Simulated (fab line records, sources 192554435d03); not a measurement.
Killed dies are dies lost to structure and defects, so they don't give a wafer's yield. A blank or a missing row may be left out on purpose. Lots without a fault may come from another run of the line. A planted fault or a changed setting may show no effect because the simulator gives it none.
A struck lot beside a sound one | flow n5_finfet | 36 steps out of a route of 1938
Sound: wafers L395.2, L395.4, L395.5. Struck: wafer L393.4. (L393.2, L393.6 of the same lot were not struck and are left out.) The cause comes at the end.
At each step with rows: each side's tool, then ch and its chambers, then its first start. Under that, the readings that differ: sound wafers | struck wafers | difference of the means | sigmas: that difference in standard deviations of wafers without a fault.
alike: readings whose means differ by less than 2 such deviations, and words and numbers that are the same on both sides. not compared: withheld readings, readings that some wafer has no value for, bounds like >300 that may hide the same value, and numbers for which the record gives no deviation and whose values overlap.
The two part at a step that has a row with sigmas, a row that says differs or no value, or rows on one side only. Numbers that don't overlap but have no deviation are shown without sigmas and don't part them. A reading that every wafer of one side lacks parts them only if that side has two wafers or more.

first, 9 steps without rows for these wafers: N5_BEOL_M4_ANNEAL_95 (time 240 s); N5_BEOL_M4_SPUTTER_96 (material Cu, target thk 4.5 nm, time 8.29 s); N5_BEOL_M4_ECD_50 (material Cu, target thk 300 nm); N5_BEOL_M4_ANNEAL_51 (time 90 s); N5_BEOL_M4_CMP_52 (polishes, stops on SiOC, t overpolish 6.8 s, target thk 40 nm); N5_BEOL_M4_PRE_CLEAN_60 (time 15 s); N5_BEOL_M4_CO_CAP_55 (material Co, precursor CCTBA/H2, target thk 2 nm, time 102.1 s); N5_BEOL_M4_PRE_CLEAN_56 (time 15 s); N5_BEOL_M4_DEP_57 (deposits SiCN from 3MS/NH3, target thk 8 nm, time 14 s).
N5_BEOL_M4_RC_MEAS_101:
  sound on prober-02 ch 0, day 10 03:04; struck on prober-01 ch 0, day 10 11:22
  reading   | sound          | struck | difference | sigmas
  VT_P (mV) | -250 -250 -250 | -243   | +7         | +2
  alike: DIBL_N, DIBL_P, IOFF_N, IOFF_P, ION_N, ION_P, SS_N, SS_P, VT_N
then, 24 steps without rows for these wafers: N5_BEOL_M5_ILD_DEP_00 (deposits SiCOH lowk from DEMS/porogen, target thk 140.64 nm, time 25.9 s); N5_BEOL_M5_CURE_79 (cures SiCOH lowk, time 240 s); N5_BEOL_M5_PECVD_70 (deposits SiO2 from TEOS/O2, target thk 16 nm, time 18 s); N5_BEOL_M5_HM_DEP_02 (deposits TiN, target thk 20 nm); N5_BEOL_M5_COAT_59 (time 60 s, resist thk 60 nm); N5_BEOL_M5_COAT_60 (time 60 s, resist thk 12 nm); N5_BEOL_M5_COAT_71 (time 60 s, resist thk 5 nm); N5_BEOL_M5_COAT_05 (resist thk 30 nm); N5_BEOL_M5_EBR_07; N5_BEOL_M5_SOFTBAKE_06 (time 60 s); N5_BEOL_M5_EXPOSE_08 (exposes mask M5, target cd 28 nm); N5_BEOL_M5_PEB_09 (peb time 60 s); N5_BEOL_M5_DEVELOP_10 (develop time 30 s); N5_BEOL_M5_DESCUM_16 (chemistry O2, time 7 s); N5_BEOL_M5_ETCH_72 (etches underlayer in N2/H2, target depth 6.5 nm, time 5.2 s); N5_BEOL_M5_ETCH_61 (etches SiARC in CF4, target depth 15.6 nm, time 26 s); N5_BEOL_M5_ETCH_62 (etches SOC in N2/H2, target depth 75 nm, overetch 15 nm, time 112.5 s); N5_BEOL_M5_STRIP_63 (strips in N2/H2); N5_BEOL_M5_STRIP_73 (strips in N2/H2); N5_BEOL_M5_STRIP_64 (strips in CF4); N5_BEOL_M5_HM_OPEN_17 (chemistry Cl2/BCl3, target TiN, target depth 20 nm, overetch 6 nm); N5_BEOL_M5_STRIP_19 (strips in O2); N5_BEOL_M5_COAT_65 (time 60 s, resist thk 60 nm); N5_BEOL_M5_COAT_66 (time 60 s, resist thk 12 nm).
-- the record jumps here: 4 days lie between the struck wafers' starts before and after (it left off in module BEOL_M5 and takes up again in module PASSIVATION, whose first step shown is number 1915 of the route) --
N5_PASSIVATION_PECVD_53: deposits SiO2 from TEOS/O2, target thk 800 nm, time 169.4 s.
  sound on pecvd-04 ch 0,1,2, day 13 18:44; struck on pecvd-04 ch 2, day 14 04:33
  reading                                        | sound             | struck | difference | sigmas
  run_length_s (s)                               | 196.9 197.0 197.4 | 266.3  | +69.2      | +99 or more
  model.SiO2_of_PASSIVATION_PECVD_53.thk_nm (nm) | 808.8 811.6 816.4 | 1142   | +330       |
N5_PASSIVATION_PROBE_49:
  the record has rows for the struck wafers here (prober-01, day 14 08:30) and none for the sound ones

WHERE THEY PART
First at N5_BEOL_M4_RC_MEAS_101; last, within this record, at N5_PASSIVATION_PROBE_49.

WHY: what the simulator had put in
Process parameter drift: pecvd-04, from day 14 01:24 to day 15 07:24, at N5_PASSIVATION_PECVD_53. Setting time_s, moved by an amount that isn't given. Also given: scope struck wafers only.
